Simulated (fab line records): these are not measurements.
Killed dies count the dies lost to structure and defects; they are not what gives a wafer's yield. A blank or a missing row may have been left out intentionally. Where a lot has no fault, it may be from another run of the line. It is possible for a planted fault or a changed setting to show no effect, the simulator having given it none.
Split-lot study -- flow n5-finfet -- on a route of 1938 steps: 7 lots, 21 wafers read

== ABOUT THE SPLIT ==
At N5_SD_EPI_P_ETCH_37 (etches SOC in N2/H2, overetch 108 nm, time 486 s), the setting source-w was moved away from the recipe's 3000 W on 3 of the 21 wafers read, by +10.6% to +17.0%. This setting was run at the recipe's value on the other wafers.

The reading is taken at the split's own step.

== THE READING ==
rf-vpp-V, in V, at N5_SD_EPI_P_ETCH_37 (etches SOC in N2/H2, overetch 108 nm, time 486 s). Fault-free wafers of this fab line usually give 240.4 V, standard deviation 1.3 V.

wafer,"tool, chamber at the split","source-w as run, W",against the recipe,"rf-vpp-V, V",against lot-mates on the recipe
L077.3,"rie-diel-03, 3",3000,recipe,238.8,-
L077.5,"rie-diel-03, 0",3000,recipe,237.9,-
L077.6,"rie-diel-03, 3",3000,recipe,241.2,-
L079.4,"rie-diel-04, 0",3000,recipe,241.3,-
L079.5,"rie-diel-04, 1",3000,recipe,240.3,-
L079.6,"rie-diel-04, 0",3000,recipe,242.9,-
L080.4,"rie-diel-01, 2",3000,recipe,240.5,-
L080.5,"rie-diel-01, 1",3000,recipe,239.3,-
L080.6,"rie-diel-01, 0",3000,recipe,239.1,-
L084.2,"rie-diel-03, 2",3000,recipe,241.9,-
L084.3,"rie-diel-03, 1",3000,recipe,239.7,-
L084.6,"rie-diel-03, 1",3000,recipe,241.3,-
L085.2,"rie-diel-03, 0",3511,+17.0%,230.1,-11.3
L085.3,"rie-diel-03, 3",3511,+17.0%,226.6,-14.8
L085.5,"rie-diel-03, 3",3000,recipe,241.4,-
L087.1,"rie-diel-03, 3",3000,recipe,240.8,-
L087.3,"rie-diel-03, 1",3000,recipe,242.2,-
L087.6,"rie-diel-03, 2",3000,recipe,240.2,-
L097.1,"rie-diel-03, 0",3318,+10.6%,236.9,-3.0
L097.3,"rie-diel-03, 3",3000,recipe,239.8,-
L097.5,"rie-diel-03, 2",3000,recipe,239.9,-

FIT RESULTS
A straight line over all 21 wafers: rf-vpp-V changes by -0.655 V for each +1% of source-w; r = -0.92; the points scatter about the line by 1.6 V.
The same after taking each lot's own level away (the mean of its wafers on the recipe; 21 wafers): -0.693 V for each +1%; r = -0.93; scatter 1.5 V.
The reading moves by 12 V for the largest change in source-w, on that fit.
The span of the lots' own levels, 239.30 to 241.50 V, comes to 1.7 times the standard deviation stated above.
So the lot-to-lot level changes the slope little: the two slopes agree.
Check: for one of the wafers moved furthest among these (+17.0%), held out of the fit, the line's prediction against its lot-mates is -12 V. Against them it came out at -11.3 V.
Tool readings at the split's step, against how far the setting was moved: rf-vpp-V r = -0.92.

== OTHER SPLITS APPLIED TO THESE WAFERS ==
Other splits were also applied to these wafers ahead of the reading. Each is held against what the fit with the lots' levels taken away leaves over:
other split on the same wafers,wafers away from the commonest value,r with rf-vpp-V (lot level and that fit taken away)
N5_ZERO_LAYER_ETCH_18 icp-w,6,+0.02
N5_PMOS_HMC_CHANNEL_EPI_COAT_31 spin-rpm,5,-0.22
N5_PMOS_HMC_CHANNEL_EPI_PEB_07 peb-temp-c,7,+0.44
N5_FIN_CUT_COAT_19 spin-rpm,8,+0.18
N5_DUMMY_GATE_COAT_28 spin-rpm,4,-0.29
N5_SD_EPI_N_PEB_07 peb-temp-c,4,-0.08
N5_SD_EPI_N_DESCUM_14 time-s,5,-0.11
N5_SD_EPI_P_ETCH_36 bias-w,8,-0.30

== THE WHOLE CHAIN: every reading that the file lists as answering this split, in the file's order ==
step,what it does,reading,change (the file's fit),r (the file's)
N5_SD_EPI_P_ETCH_37,"etches SOC in N2/H2, overetch 108 nm, time 486 s",rf-vpp-V,-0.627 V for each +1% of the setting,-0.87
N5_SD_EPI_P_ETCH_37,"etches SOC in N2/H2, overetch 108 nm, time 486 s","SiARC_of_SD_EPI_P_COAT_35.thk-nm (the simulator's own value, which no gauge read)",-0.113 nm for each +1% of the setting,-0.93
N5_SD_EPI_P_ETCHBACK_46,"etches SiNx in CH3F/O2, stops on SiO2, target depth 17.5 nm","SiARC_of_SD_EPI_P_COAT_35.thk-nm (the simulator's own value, which no gauge read)",-0.116 nm for each +1% of the setting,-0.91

== THE FILE'S OWN FIT ==
rf-vpp-V changes by -0.627 V for each +1% of source-w, r = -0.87.
